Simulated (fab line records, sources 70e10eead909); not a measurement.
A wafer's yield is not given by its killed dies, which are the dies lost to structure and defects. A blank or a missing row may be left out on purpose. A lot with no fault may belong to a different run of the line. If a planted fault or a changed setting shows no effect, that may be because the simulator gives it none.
3 desks looking at one fault    flow nand harc    numbers are kept per desk, each desk with only its own; the story behind them comes last

## THE DEFECT DESK
Counts from the inspections along the route, per lot, as means over the sampled wafers that have a number. A lot is out of limits, marked OUT, if its mean lies more than 4 standard deviations from the usual mean; the brackets give that distance.
Columns: A = raw defect count at NHARC_A_SGD_CUT_INSPECT_11, usual 49
lot   first seen here  A
L748  day 20 00:01     119
L752  day 21 05:40     60
L750  day 21 07:03     114
L751  day 21 10:52     58
L754  day 22 16:14     31
L757  day 23 12:25     81
L758  day 24 08:57     13
L759  day 25 03:02     85
L766  day 28 00:11     27
L768  day 28 03:55     13
L769  day 28 21:51     43
This desk's finding: nothing out of limits on any of the 11 lots.

## AT THE METROLOGY DESK
Lot by lot, what the gauges showed, no matter which tool ran the lot: averages of those sampled wafers that carry a number. A lot is out of limits, marked OUT, if its mean lies more than 4 standard deviations from the usual mean; the brackets give that distance.
Columns: A = cd nm at NHARC_A_SLIT_CD_MEAS_09, usual 300.2 nm
lot   first seen here  A
L748  day 20 11:28     301.2
L752  day 21 19:38     300.7
L750  day 21 22:15     300.4
L751  day 22 05:29     300.8
L754  day 23 03:42     300.4
L757  day 24 01:34     299.4
L758  day 24 23:44     299.7
L759  day 25 13:25     300.2
L766  day 28 11:37     298.1 (-4.1) OUT
L768  day 28 16:57     298.8
L769  day 29 10:04     299.7
This desk's finding: out of limits on L766; first on L766, day 28 11:37 (cd nm at NHARC_A_SLIT_CD_MEAS_09). L748, L752, L750, L751, L754, L757, L758, L759, L768, L769: within limits.

## TOOL OWNER'S DESK, arfi scanner-01
The tool's own readings at NHARC_A_SLIT_EXPOSE_06 (exposes mask SLIT): means of the sampled wafers that have a number, for each lot that ran on this tool. A lot is out of limits, marked OUT, if its mean lies more than 4 standard deviations from the usual mean; the brackets give that distance.
Columns: A = exposure dose mJ cm2 at NHARC_A_SLIT_EXPOSE_06, usual 60.78
lot   first seen here  A
L750  day 21 22:07     60.80
L754  day 23 03:34     60.79
L757  day 24 01:26     60.87
L766  day 28 11:29     57.73 (-52) OUT
L768  day 28 16:49     58.30 (-42) OUT
This desk's finding: out of limits on L766, L768; first on L766, day 28 11:29 (exposure dose mJ cm2 at NHARC_A_SLIT_EXPOSE_06). L750, L754, L757: within limits.

## BROUGHT TOGETHER
The tool owner's desk had the chance to raise an alarm at day 28 11:29 on L766, L768.
L766 would have let the metrology desk raise an alarm at day 28 11:37.
Nothing out of limits was seen by the defect desk.
The defect desk has L766, L768 on record, within its limits.
The metrology desk has L768 on record, within its limits.
On arfi scanner-01, each named lot ran NHARC_A_SLIT_EXPOSE_06.

## WHAT THE SIMULATOR PUT IN
Process parameters drifting: arfi scanner-01 at NHARC_A_SLIT_EXPOSE_06, beginning at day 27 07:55. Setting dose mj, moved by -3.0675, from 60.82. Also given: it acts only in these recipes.
Shown lots that were struck: L766, L768.
Hours from the fault's start to each desk's first reading out of limits: the tool owner's desk, 28; the metrology desk, 28.
